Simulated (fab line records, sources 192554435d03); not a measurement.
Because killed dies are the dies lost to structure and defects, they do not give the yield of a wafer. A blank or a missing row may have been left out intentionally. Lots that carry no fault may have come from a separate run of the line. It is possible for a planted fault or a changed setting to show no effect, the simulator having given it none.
Matching of chambers :: flow n5 finfet :: N5_DUMMY_GATE_ETCH_29 on rie diel-06 has 4 sister chambers
The step etches underlayer in N2/H2, target depth 13 nm. 4 wafers are shown with their chamber, then 10 later ones without.

## WAFERS WITH THEIR CHAMBER
wafer: L083.5
chamber: 3
drypump motor current A (A): 5.2

wafer: L088.3
chamber: 0
drypump motor current A (A): 6.4

wafer: L089.2
chamber: 2
drypump motor current A (A): 6.4

wafer: L089.4
chamber: 1
drypump motor current A (A): 5.2

## WAFERS WITH NO CHAMBER GIVEN
wafer: L089.5
drypump motor current A (A): 5.2

wafer: L093.3
drypump motor current A (A): 5.2

wafer: L093.5
drypump motor current A (A): 5.2

wafer: L093.6
drypump motor current A (A): 6.5

wafer: L095.1
drypump motor current A (A): 6.4

wafer: L095.4
drypump motor current A (A): 5.2

wafer: L095.6
drypump motor current A (A): 5.2

wafer: L094.1
drypump motor current A (A): 6.4

wafer: L094.2
drypump motor current A (A): 5.2

wafer: L094.6
drypump motor current A (A): 5.2

## THE CHAMBER EACH PASSED THROUGH
wafer: L089.5
from the rows above: can't be placed: 1 or 3
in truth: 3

wafer: L093.3
from the rows above: can't be placed: 1 or 3
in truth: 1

wafer: L093.5
from the rows above: can't be placed: 1 or 3
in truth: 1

wafer: L093.6
from the rows above: can't be placed: 0 or 2
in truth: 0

wafer: L095.1
from the rows above: can't be placed: 0 or 2
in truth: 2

wafer: L095.4
from the rows above: can't be placed: 1 or 3
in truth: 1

wafer: L095.6
from the rows above: can't be placed: 1 or 3
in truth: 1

wafer: L094.1
from the rows above: can't be placed: 0 or 2
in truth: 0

wafer: L094.2
from the rows above: can't be placed: 1 or 3
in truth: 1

wafer: L094.6
from the rows above: can't be placed: 1 or 3
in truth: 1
Correctly placed: 0 of 10. Unplaceable from these rows: 10, with the true chamber sitting among the candidates in 10. Wrongly placed: 0.
How it was worked out, from the rows above alone: a wafer's distance from a chamber is the root of the sum, over the readings, of the square of ((its reading less the chamber's mean) divided by the reading's scatter). If the next closest chamber is less than 2 further off than the closest, the wafer can't be placed; otherwise it belongs to the closest. Each chamber's mean is taken over the wafers shown for it. The scatter: with one shown wafer a chamber, the root of the mean of the squares of how far each hidden wafer lies from its nearest shown one.
